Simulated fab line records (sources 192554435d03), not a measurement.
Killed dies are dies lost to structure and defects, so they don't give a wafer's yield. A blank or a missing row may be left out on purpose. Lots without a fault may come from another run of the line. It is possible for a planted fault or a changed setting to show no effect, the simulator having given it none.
Which tool is to blame? || flow n5_finfet || 25 wafers from 9 lots sampled at 5 of the route's 1938 steps

WHAT THE GAUGES READ, wafer by wafer
N5_BEOL_M4_RC_MEAS_101. Usual: DIBL_N 36.3 mV/V, standard deviation 1.9; DIBL_P 36.6 mV/V, standard deviation 2.4; IOFF_N 0.17 nA/um, standard deviation 0.037; IOFF_P 0.23 nA/um, standard deviation 0.04; ION_N 682 uA/um, standard deviation 14; ION_P 468 uA/um, standard deviation 8.6; SS_N 71.6 mV/dec, standard deviation 0.67; SS_P 73.4 mV/dec, standard deviation 0.71; VT_N 248 mV, standard deviation 3.3; VT_P -248.9 mV, standard deviation 2.9.
{"lot": "L330", "measured": "day 9 21:41", "on": "prober-01", "DIBL_N (mV/V)": "34.6 36.1 36.3", "DIBL_P (mV/V)": "35.2 38.3 37.0", "IOFF_N (nA/um)": "0.14 0.16 0.15", "IOFF_P (nA/um)": "0.17 0.23 0.20", "ION_N (uA/um)": "671 682 672", "ION_P (uA/um)": "456 465 457", "SS_N (mV/dec)": "70.7 71.6 71.6", "SS_P (mV/dec)": "72.3 73.7 73.0", "VT_N (mV)": "253 247 250", "VT_P (mV)": "-252.2 -250.2 -252.8", "flag": ""}
{"lot": "L331", "measured": "day 9 21:16", "on": "prober-02", "DIBL_N (mV/V)": "36.9 39.7 34.5", "DIBL_P (mV/V)": "37.1 39.7 34.6", "IOFF_N (nA/um)": "0.17 0.26 0.13", "IOFF_P (nA/um)": "0.23 0.29 0.19", "ION_N (uA/um)": "666 687 652", "ION_P (uA/um)": "460 468 454", "SS_N (mV/dec)": "72.4 72.9 70.9", "SS_P (mV/dec)": "73.1 74.1 72.6", "VT_N (mV)": "251 242 254", "VT_P (mV)": "-250.3 -244.7 -249.8", "flag": ""}
{"lot": "L332", "measured": "day 9 01:44", "on": "prober-02", "DIBL_N (mV/V)": "38.4 35.0 38.3", "DIBL_P (mV/V)": "39.9 36.2 40.1", "IOFF_N (nA/um)": "0.23 0.15 0.21", "IOFF_P (nA/um)": "0.31 0.23 0.29", "ION_N (uA/um)": "712 681 688", "ION_P (uA/um)": "486 475 474", "SS_N (mV/dec)": "71.0 71.3 72.5", "SS_P (mV/dec)": "73.5 73.2 74.1", "VT_N (mV)": "242 248 246", "VT_P (mV)": "-240.0 -247.9 -244.0", "flag": ""}
{"lot": "L340", "measured": "day 11 04:05", "on": "prober-01", "DIBL_N (mV/V)": "36.1 32.9", "DIBL_P (mV/V)": "36.5 31.7", "IOFF_N (nA/um)": "0.16 0.11", "IOFF_P (nA/um)": "0.24 0.18", "ION_N (uA/um)": "689 659", "ION_P (uA/um)": "477 467", "SS_N (mV/dec)": "72.0 70.0", "SS_P (mV/dec)": "73.3 72.3", "VT_N (mV)": "248 249", "VT_P (mV)": "-247.5 -249.1", "flag": ""}
{"lot": "L341", "measured": "day 12 11:08", "on": "prober-02", "DIBL_N (mV/V)": "33.7 35.0", "DIBL_P (mV/V)": "34.2 35.3", "IOFF_N (nA/um)": "0.13 0.15", "IOFF_P (nA/um)": "0.19 0.21", "ION_N (uA/um)": "677 675", "ION_P (uA/um)": "461 466", "SS_N (mV/dec)": "70.7 71.3", "SS_P (mV/dec)": "73.3 73.5", "VT_N (mV)": "251 250", "VT_P (mV)": "-250.4 -251.8", "flag": ""}
{"lot": "L345", "measured": "day 13 22:39", "on": "prober-01", "DIBL_N (mV/V)": "37.7 39.6 38.3", "DIBL_P (mV/V)": "39.2 40.3 38.9", "IOFF_N (nA/um)": "0.20 0.25 0.20", "IOFF_P (nA/um)": "0.25 0.26 0.24", "ION_N (uA/um)": "690 694 688", "ION_P (uA/um)": "472 473 468", "SS_N (mV/dec)": "71.7 72.6 72.4", "SS_P (mV/dec)": "73.4 74.0 73.3", "VT_N (mV)": "245 247 251", "VT_P (mV)": "-248.1 -247.4 -251.3", "flag": ""}
{"lot": "L348", "measured": "day 15 13:55", "on": "prober-02", "DIBL_N (mV/V)": "34.7 36.2 33.2", "DIBL_P (mV/V)": "35.9 37.6 33.2", "IOFF_N (nA/um)": "0.16 0.18 0.12", "IOFF_P (nA/um)": "0.20 0.23 0.16", "ION_N (uA/um)": "686 680 660", "ION_P (uA/um)": "472 467 459", "SS_N (mV/dec)": "70.5 71.6 71.8", "SS_P (mV/dec)": "73.4 73.6 72.7", "VT_N (mV)": "249 247 254", "VT_P (mV)": "-247.2 -247.7 -251.3", "flag": ""}
{"lot": "L351", "measured": "day 15 20:26", "on": "prober-02", "DIBL_N (mV/V)": "33.8 36.8 36.8", "DIBL_P (mV/V)": "34.9 37.7 37.2", "IOFF_N (nA/um)": "0.16 0.21 0.22", "IOFF_P (nA/um)": "0.20 0.24 0.24", "ION_N (uA/um)": "699 699 698", "ION_P (uA/um)": "479 474 472", "SS_N (mV/dec)": "70.9 71.7 71.5", "SS_P (mV/dec)": "73.0 74.2 73.2", "VT_N (mV)": "246 246 242", "VT_P (mV)": "-250.3 -246.6 -250.8", "flag": ""}
{"lot": "L353", "measured": "day 16 15:31", "on": "prober-02", "DIBL_N (mV/V)": "34.3 34.5 34.6", "DIBL_P (mV/V)": "33.4 34.6 34.5", "IOFF_N (nA/um)": "0.14 0.14 0.14", "IOFF_P (nA/um)": "0.17 0.18 0.18", "ION_N (uA/um)": "669 678 672", "ION_P (uA/um)": "459 469 456", "SS_N (mV/dec)": "71.1 70.5 71.4", "SS_P (mV/dec)": "72.8 73.0 72.8", "VT_N (mV)": "250 250 250", "VT_P (mV)": "-252.5 -248.1 -248.1", "flag": ""}

WHAT TOOL EACH LOT RAN ON (gives the tool, then ch and the chambers of the sampled wafers, and finally the start)
{"lot": "L330", "N5_BEOL_M0_TRENCH_ETCH_107": "rie_diel-03 ch 1,2, day 5 23:05", "N5_BEOL_M0_PRE_CLEAN_113": "pvd_sputter-01, day 5 23:58", "N5_BEOL_M0_CVD_115": "cvd_co-01 ch 0,1,2, day 6 01:44", "N5_BEOL_M0_SPUTTER_141": "pvd_sputter-02, day 6 02:12"}
{"lot": "L331", "N5_BEOL_M0_TRENCH_ETCH_107": "rie_diel-02 ch 0,1, day 6 02:35", "N5_BEOL_M0_PRE_CLEAN_113": "pvd_sputter-02, day 6 03:01", "N5_BEOL_M0_CVD_115": "cvd_co-01 ch 0,1,2, day 6 03:23", "N5_BEOL_M0_SPUTTER_141": "pvd_sputter-02, day 6 03:51"}
{"lot": "L332", "N5_BEOL_M0_TRENCH_ETCH_107": "rie_diel-02 ch 0,1,2, day 6 11:37", "N5_BEOL_M0_PRE_CLEAN_113": "pvd_sputter-02, day 6 12:02", "N5_BEOL_M0_CVD_115": "cvd_co-02 ch 0,2, day 6 12:24", "N5_BEOL_M0_SPUTTER_141": "pvd_sputter-01, day 6 12:54"}
{"lot": "L340", "N5_BEOL_M0_TRENCH_ETCH_107": "rie_diel-04 ch 1, day 8 05:49", "N5_BEOL_M0_PRE_CLEAN_113": "pvd_sputter-03, day 8 06:32", "N5_BEOL_M0_CVD_115": "cvd_co-01 ch 1,2, day 8 07:04", "N5_BEOL_M0_SPUTTER_141": "pvd_sputter-03, day 8 07:34"}
{"lot": "L341", "N5_BEOL_M0_TRENCH_ETCH_107": "rie_diel-04 ch 0,3, day 8 12:44", "N5_BEOL_M0_PRE_CLEAN_113": "pvd_sputter-03, day 8 13:25", "N5_BEOL_M0_CVD_115": "cvd_co-01 ch 0,1, day 8 13:55", "N5_BEOL_M0_SPUTTER_141": "pvd_sputter-03, day 8 14:28"}
{"lot": "L345", "N5_BEOL_M0_TRENCH_ETCH_107": "rie_diel-04 ch 1,2,3, day 9 12:31", "N5_BEOL_M0_PRE_CLEAN_113": "pvd_sputter-03, day 9 13:19", "N5_BEOL_M0_CVD_115": "cvd_co-02 ch 0,1, day 9 13:46", "N5_BEOL_M0_SPUTTER_141": "pvd_sputter-02, day 9 15:52"}
{"lot": "L348", "N5_BEOL_M0_TRENCH_ETCH_107": "rie_diel-02 ch 0,2, day 10 08:35", "N5_BEOL_M0_PRE_CLEAN_113": "pvd_sputter-03, day 10 09:14", "N5_BEOL_M0_CVD_115": "cvd_co-02 ch 0,1,2, day 10 09:58", "N5_BEOL_M0_SPUTTER_141": "pvd_sputter-03, day 10 11:35"}
{"lot": "L351", "N5_BEOL_M0_TRENCH_ETCH_107": "rie_diel-04 ch 2,3, day 11 04:40", "N5_BEOL_M0_PRE_CLEAN_113": "pvd_sputter-02, day 11 05:45", "N5_BEOL_M0_CVD_115": "cvd_co-02 ch 0,1,2, day 11 06:24", "N5_BEOL_M0_SPUTTER_141": "pvd_sputter-01, day 11 08:16"}
{"lot": "L353", "N5_BEOL_M0_TRENCH_ETCH_107": "rie_diel-04 ch 1,2,3, day 11 12:47", "N5_BEOL_M0_PRE_CLEAN_113": "pvd_sputter-01, day 11 13:18", "N5_BEOL_M0_CVD_115": "cvd_co-02 ch 1,2, day 11 13:39", "N5_BEOL_M0_SPUTTER_141": "pvd_sputter-01, day 11 14:08"}
- N5_BEOL_M0_TRENCH_ETCH_107: etches SiOC in C4F6/O2, target depth 32.8 nm, time 16.4 s.
- N5_BEOL_M0_PRE_CLEAN_113: time 30 s.
- N5_BEOL_M0_CVD_115: deposits Co from CCTBA/H2, time 120 s.
- N5_BEOL_M0_SPUTTER_141: material Cu, target thk 4 nm, time 7.37 s.

WHAT THE TOOLS THEMSELVES READ (means of the sampled wafers that have a number; where no wafer has one, the mark that the record gives instead)
N5_BEOL_M0_TRENCH_ETCH_107. Usual: O2_flow_sccm 9.996 sccm, standard deviation 0.028; drypump_motor_current_A 6.04 A, standard deviation 0.21; oes_product_au 0.79 a.u., standard deviation 0.081; rf_fwd_power_W 348.6 W, standard deviation 1.9; rf_vpp_V 664 V, standard deviation 14; showerhead_plenum_p_Torr 2.80 Torr, standard deviation 0.091; throttle_valve_pct 20.88 %, standard deviation 0.18.
{"lot": "L330", "tool": "rie_diel-03", "O2_flow_sccm (sccm)": 10.003, "drypump_motor_current_A (A)": 6.01, "oes_product_au (a.u.)": 0.77, "rf_fwd_power_W (W)": 350.0, "rf_vpp_V (V)": 657, "showerhead_plenum_p_Torr (Torr)": 2.75, "throttle_valve_pct (%)": 20.94, "flag": ""}
{"lot": "L331", "tool": "rie_diel-02", "O2_flow_sccm (sccm)": 10.015, "drypump_motor_current_A (A)": 6.28, "oes_product_au (a.u.)": 0.80, "rf_fwd_power_W (W)": 351.0, "rf_vpp_V (V)": 657, "showerhead_plenum_p_Torr (Torr)": 2.76, "throttle_valve_pct (%)": 20.87, "flag": ""}
{"lot": "L332", "tool": "rie_diel-02", "O2_flow_sccm (sccm)": 10.008, "drypump_motor_current_A (A)": 6.25, "oes_product_au (a.u.)": 0.77, "rf_fwd_power_W (W)": 349.2, "rf_vpp_V (V)": 667, "showerhead_plenum_p_Torr (Torr)": 2.75, "throttle_valve_pct (%)": 20.86, "flag": ""}
{"lot": "L340", "tool": "rie_diel-04", "O2_flow_sccm (sccm)": 10.008, "drypump_motor_current_A (A)": 6.06, "oes_product_au (a.u.)": 0.76, "rf_fwd_power_W (W)": 347.0, "rf_vpp_V (V)": 658, "showerhead_plenum_p_Torr (Torr)": 2.74, "throttle_valve_pct (%)": 20.98, "flag": ""}
{"lot": "L341", "tool": "rie_diel-04", "O2_flow_sccm (sccm)": 10.003, "drypump_motor_current_A (A)": 6.08, "oes_product_au (a.u.)": 0.74, "rf_fwd_power_W (W)": 349.1, "rf_vpp_V (V)": 650, "showerhead_plenum_p_Torr (Torr)": 2.74, "throttle_valve_pct (%)": 20.98, "flag": ""}
{"lot": "L345", "tool": "rie_diel-04", "O2_flow_sccm (sccm)": 10.012, "drypump_motor_current_A (A)": 5.99, "oes_product_au (a.u.)": 0.74, "rf_fwd_power_W (W)": 347.7, "rf_vpp_V (V)": 659, "showerhead_plenum_p_Torr (Torr)": 2.75, "throttle_valve_pct (%)": 21.06, "flag": ""}
{"lot": "L348", "tool": "rie_diel-02", "O2_flow_sccm (sccm)": 9.989, "drypump_motor_current_A (A)": 6.21, "oes_product_au (a.u.)": 0.77, "rf_fwd_power_W (W)": 349.3, "rf_vpp_V (V)": 662, "showerhead_plenum_p_Torr (Torr)": 2.74, "throttle_valve_pct (%)": 20.72, "flag": ""}
{"lot": "L351", "tool": "rie_diel-04", "O2_flow_sccm (sccm)": 10.010, "drypump_motor_current_A (A)": 6.03, "oes_product_au (a.u.)": 0.84, "rf_fwd_power_W (W)": 349.8, "rf_vpp_V (V)": 656, "showerhead_plenum_p_Torr (Torr)": 2.75, "throttle_valve_pct (%)": 20.97, "flag": ""}
{"lot": "L353", "tool": "rie_diel-04", "O2_flow_sccm (sccm)": 9.975, "drypump_motor_current_A (A)": 6.00, "oes_product_au (a.u.)": 0.83, "rf_fwd_power_W (W)": 347.8, "rf_vpp_V (V)": 659, "showerhead_plenum_p_Torr (Torr)": 2.74, "throttle_valve_pct (%)": 20.96, "flag": ""}

N5_BEOL_M0_PRE_CLEAN_113. Usual: heater_power_w 345 W, standard deviation 35; susceptor_temp_C 250.03 C, standard deviation 0.18.
{"lot": "L330", "tool": "pvd_sputter-01", "heater_power_w (W)": 314, "susceptor_temp_C (C)": 249.96, "flag": ""}
{"lot": "L331", "tool": "pvd_sputter-02", "heater_power_w (W)": 371, "susceptor_temp_C (C)": 249.90, "flag": ""}
{"lot": "L332", "tool": "pvd_sputter-02", "heater_power_w (W)": 318, "susceptor_temp_C (C)": 249.93, "flag": ""}
{"lot": "L340", "tool": "pvd_sputter-03", "heater_power_w (W)": 376, "susceptor_temp_C (C)": 250.17, "flag": ""}
{"lot": "L341", "tool": "pvd_sputter-03", "heater_power_w (W)": 356, "susceptor_temp_C (C)": 250.06, "flag": ""}
{"lot": "L345", "tool": "pvd_sputter-03", "heater_power_w (W)": 385, "susceptor_temp_C (C)": 249.94, "flag": ""}
{"lot": "L348", "tool": "pvd_sputter-03", "heater_power_w (W)": 356, "susceptor_temp_C (C)": 250.10, "flag": ""}
{"lot": "L351", "tool": "pvd_sputter-02", "heater_power_w (W)": 321, "susceptor_temp_C (C)": 250.03, "flag": ""}
{"lot": "L353", "tool": "pvd_sputter-01", "heater_power_w (W)": 305, "susceptor_temp_C (C)": 249.97, "flag": ""}

N5_BEOL_M0_CVD_115. Usual: chamber_pressure_Torr 30.00 Torr, standard deviation 0.065; run_length_s 142.8 s, standard deviation 0.73.
{"lot": "L330", "tool": "cvd_co-01", "chamber_pressure_Torr (Torr)": 30.06, "run_length_s (s)": 142.6, "flag": ""}
{"lot": "L331", "tool": "cvd_co-01", "chamber_pressure_Torr (Torr)": 29.98, "run_length_s (s)": 142.8, "flag": ""}
{"lot": "L332", "tool": "cvd_co-02", "chamber_pressure_Torr (Torr)": 30.06, "run_length_s (s)": 142.7, "flag": ""}
{"lot": "L340", "tool": "cvd_co-01", "chamber_pressure_Torr (Torr)": 30.06, "run_length_s (s)": 224.0, "flag": "OFF"}
{"lot": "L341", "tool": "cvd_co-01", "chamber_pressure_Torr (Torr)": 29.95, "run_length_s (s)": 183.9, "flag": "OFF"}
{"lot": "L345", "tool": "cvd_co-02", "chamber_pressure_Torr (Torr)": 29.98, "run_length_s (s)": 143.7, "flag": ""}
{"lot": "L348", "tool": "cvd_co-02", "chamber_pressure_Torr (Torr)": 29.99, "run_length_s (s)": 143.1, "flag": ""}
{"lot": "L351", "tool": "cvd_co-02", "chamber_pressure_Torr (Torr)": 29.99, "run_length_s (s)": 143.0, "flag": ""}
{"lot": "L353", "tool": "cvd_co-02", "chamber_pressure_Torr (Torr)": 29.95, "run_length_s (s)": 142.5, "flag": ""}

N5_BEOL_M0_SPUTTER_141. Usual: susceptor_temp_C -20.00 C, standard deviation 0.1; throttle_valve_pct 29.7 %, standard deviation 0.72.
{"lot": "L330", "tool": "pvd_sputter-02", "susceptor_temp_C (C)": -19.96, "throttle_valve_pct (%)": 29.1, "flag": ""}
{"lot": "L331", "tool": "pvd_sputter-02", "susceptor_temp_C (C)": -20.16, "throttle_valve_pct (%)": 28.5, "flag": ""}
{"lot": "L332", "tool": "pvd_sputter-01", "susceptor_temp_C (C)": -19.95, "throttle_valve_pct (%)": 29.6, "flag": ""}
{"lot": "L340", "tool": "pvd_sputter-03", "susceptor_temp_C (C)": -20.09, "throttle_valve_pct (%)": 30.5, "flag": ""}
{"lot": "L341", "tool": "pvd_sputter-03", "susceptor_temp_C (C)": -20.09, "throttle_valve_pct (%)": 29.8, "flag": ""}
{"lot": "L345", "tool": "pvd_sputter-02", "susceptor_temp_C (C)": -20.06, "throttle_valve_pct (%)": 28.4, "flag": ""}
{"lot": "L348", "tool": "pvd_sputter-03", "susceptor_temp_C (C)": -20.07, "throttle_valve_pct (%)": 30.3, "flag": ""}
{"lot": "L351", "tool": "pvd_sputter-01", "susceptor_temp_C (C)": -19.95, "throttle_valve_pct (%)": 30.0, "flag": ""}
{"lot": "L353", "tool": "pvd_sputter-01", "susceptor_temp_C (C)": -20.02, "throttle_valve_pct (%)": 29.5, "flag": ""}

THE ANSWER, worked out from the rows above alone
Rule: take the mean of a lot's wafers that have a number; if it is more than 3 standard deviations from the usual mean, the lot is off. A lot without any number at a reading at which 4 lots or more have one is off too. Where the step has rows for the other lots, those lots are counted as sound. First the gauges in route order, then the tools' own readings, where a lot's mean is used as printed above. At the first step where some lot is off, the reading lying furthest off is the one used; lots without a number count as furthest.
Off, at N5_BEOL_M0_CVD_115 on run_length_s: L340, L341.
If a tool, at that step or one of the process steps before it, ran each lot that is off and ran no sound lot following the first of them, it fits. One fits: cvd_co-01 at N5_BEOL_M0_CVD_115. A fault onset in the window from L331 (day 6 03:23, its last sound lot) to L340 (day 8 07:04, its first lot off) fits.
On the lots that are off, the tool's own readings at N5_BEOL_M0_CVD_115 differ by more than 5 times the standard deviation of the sound lots' means, which bears it out; run_length_s reads 203.9 s there versus 142.9 s on the sound lots.

WHAT THE SIMULATOR PUT IN
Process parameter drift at N5_BEOL_M0_CVD_115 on cvd_co-01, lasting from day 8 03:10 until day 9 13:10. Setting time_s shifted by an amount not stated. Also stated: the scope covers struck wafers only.
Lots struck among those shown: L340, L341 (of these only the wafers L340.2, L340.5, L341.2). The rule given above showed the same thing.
